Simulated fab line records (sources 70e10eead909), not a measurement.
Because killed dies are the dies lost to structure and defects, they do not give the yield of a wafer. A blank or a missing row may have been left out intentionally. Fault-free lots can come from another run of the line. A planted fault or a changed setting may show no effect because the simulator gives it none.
Matching of chambers + flow nand_harc + rie_diel-10 running NHARC_A_STAIRCASE_ETCH_444: 4 sister chambers
The step etches the open film in C4F8/O2, target depth 20400 nm, time 6800 s. 7 wafers are shown with their chamber, then 7 later ones without.

EACH WAFER AND ITS CHAMBER
| wafer  | chamber | rf_vpp_V (V) | oes_product_au (a.u.) |
|--------|---------|--------------|-----------------------|
| L075.5 | 3       | 809          | 0.946                 |
| L077.4 | 3       | 806          | 0.956                 |
| L077.5 | 1       | 802          | 0.972                 |
| L084.5 | 2       | 815          | 0.931                 |
| L084.6 | 1       | 800          | 0.929                 |
| L086.1 | 0       | 806          | 0.939                 |
| L086.3 | 2       | 813          | 0.921                 |

WAFERS WHOSE CHAMBER IS MISSING
| wafer  | rf_vpp_V (V) | oes_product_au (a.u.) |
|--------|--------------|-----------------------|
| L086.6 | 808          | 0.912                 |
| L088.2 | 808          | 0.933                 |
| L088.3 | 807          | 0.924                 |
| L088.6 | 801          | 0.920                 |
| L094.2 | 807          | 0.957                 |
| L094.3 | 813          | 0.958                 |
| L094.5 | 812          | 0.957                 |

WHICH CHAMBER EACH WENT THROUGH
| wafer  | from the rows above          | in truth |
|--------|------------------------------|----------|
| L086.6 | can't be placed: 0 or 3 or 2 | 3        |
| L088.2 | can't be placed: 3 or 0      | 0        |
| L088.3 | can't be placed: 0 or 3      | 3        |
| L088.6 | can't be placed: 1 or 0      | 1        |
| L094.2 | can't be placed: 3 or 0      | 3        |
| L094.3 | can't be placed: 2 or 3      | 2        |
| L094.5 | can't be placed: 2 or 3 or 0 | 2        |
0 of 7 placed correctly. These rows do not allow placing 7 (true chamber among the candidates in 7). 0 placed wrongly.
How it was worked out, from the rows above alone: a wafer's distance from a chamber is the root of the sum, over the readings, of the square of ((its reading less the chamber's mean) divided by the reading's scatter). If the next closest chamber is less than 2 further off than the closest, the wafer can't be placed; otherwise it belongs to the closest. The mean given for a chamber averages the wafers shown for that chamber. How the scatter is found: for the shown wafers, subtract from each reading the mean of its chamber, square and add these, divide the total by (wafers less chambers), then take the root.
